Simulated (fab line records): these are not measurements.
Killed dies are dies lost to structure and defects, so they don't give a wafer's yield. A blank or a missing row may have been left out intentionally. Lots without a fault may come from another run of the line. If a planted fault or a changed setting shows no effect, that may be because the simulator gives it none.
Comparing a struck lot with a sound one    flow nand-harc    14 out of 1302 route steps
Sound: the wafers L841.2, L841.3, L841.5. The struck wafers were L839.1, L839.2, L839.6. The cause is named last.
Order at every step that has rows: each side's tool, ch and its chambers, its first start. Under that, the readings that differ: sound wafers    struck wafers    difference of the means    sigmas: that difference in standard deviations of wafers without a fault.
alike: same words and numbers on both sides, and readings whose means sit less than 2 such deviations apart. not compared: any withheld reading, any reading some wafer has no value for, any bound like >300 that may hide the same value, and any number with overlapping values for which the record gives no deviation.
The two part at a step that has a row with sigmas, a row that says differs or no value, or rows on one side only. Numbers that have no deviation but don't overlap get no sigmas and don't part them. A reading that every wafer of one side lacks parts them only if that side has two wafers or more.

NHARC_A_WL_FILL_STRIP_27: strips in N2/H2, time 20 s.
  sound on plasma-asher-02 ch 1, day 27 14:50; struck on plasma-asher-01 ch 0,1, day 26 08:22
  alike: drypump-motor-current-A, heater-power-w
  not compared: rf-hours-counter-h
then, 4 steps without rows for these wafers: NHARC_A_WL_FILL_STRIP_28 (strips in post etch residue remover, time 1200 s); NHARC_A_WL_FILL_PRECLEAN_06 (cleans in DIW, time 300 s); NHARC_A_WL_FILL_SRD_07; NHARC_A_WL_FILL_ANNEAL_08 (time 1800 s).
NHARC_A_WL_FILL_ALD_10: deposits SiO2, target thk 50 nm, pulse time 10 s, ald cycles 500.
  sound on ald-hk-04 ch 0,1,2, day 27 21:13; struck on ald-hk-02 ch 1,2, day 26 13:47
  alike: heater-power-w, precursor-pulse-height-rel
then, 1 step without rows for these wafers: NHARC_A_WL_FILL_ETCHBACK_16 (etches the open film in C4F8/O2/Ar, target depth 120 nm, time 24 s).
NHARC_A_WL_FILL_STRIP_29: strips in O2, time 20 s.
  sound on rie-diel-13 ch 2,3, day 28 00:55; struck on rie-diel-06 ch 0,1, day 26 18:02
reading                 sound                 struck                difference  sigmas
throttle-valve-pct (%)  17.019 17.019 17.028  17.030 17.043 17.046  +0.018      +2
  alike: drypump-motor-current-A, oes-product-au, rf-vpp-V, showerhead-plenum-p-Torr
  not compared: rf-hours-counter-h
NHARC_A_WL_FILL_ETCHBACK_17: etches the open film in Cl2/BCl3, target depth 4 nm, time 26.7 s.
  sound on rie-metal-03 ch 0,1, day 28 01:00; struck on rie-metal-01 ch 0,1, day 26 18:07
reading                      sound           struck          difference  sigmas
drypump-motor-current-A (A)  5.61 5.60 5.60  5.90 5.96 5.90  +0.32       +2
  alike: oes-product-au
  not compared: rf-hours-counter-h
then, 2 steps without rows for these wafers: NHARC_A_WL_FILL_PRECLEAN_18 (cleans in dHF, time 30 s); NHARC_A_WL_FILL_SRD_21.
NHARC_A_WL_FILL_CVD_23: deposits poly-Si, target thk 40 nm, time 800 s.
  sound on lpcvd-poly-02 ch 0, day 28 03:41; struck on lpcvd-poly-02 ch 0, day 28 02:47
NHARC_A_WL_FILL_ETCHBACK_26: etches the open film in HBr, target depth 52 nm, time 13.3 s.
  sound on rie-si-02 ch 1,2,3, day 28 06:17; struck on rie-si-03 ch 0,1,2, day 28 05:23
  alike: bias-w, drypump-motor-current-A, hbr-flow-sccm, oes-product-au, throttle-valve-pct
  not compared: rf-hours-counter-h
-- jump in the record: it breaks off in module A_WL_FILL and resumes in module END (first step shown: number 1302 of the route), and 4 days separate the struck wafers' starts before and after --
NHARC_END_SORT_01:
  sound on prober-02 ch 0, day 31 13:59; struck on prober-01 ch 0, day 31 20:11
  alike: killed-at-array, killed-at-other, killed-at-periphery, killed-dies, killed-open, killed-short

WHERE THEY PART
Earliest at NHARC_A_WL_FILL_STRIP_29; latest, in this record, at NHARC_A_WL_FILL_ETCHBACK_17. Later steps at which nothing parts them and some readings are alike: NHARC_A_WL_FILL_ETCHBACK_26, NHARC_END_SORT_01.

WHY: whatever the simulator had introduced
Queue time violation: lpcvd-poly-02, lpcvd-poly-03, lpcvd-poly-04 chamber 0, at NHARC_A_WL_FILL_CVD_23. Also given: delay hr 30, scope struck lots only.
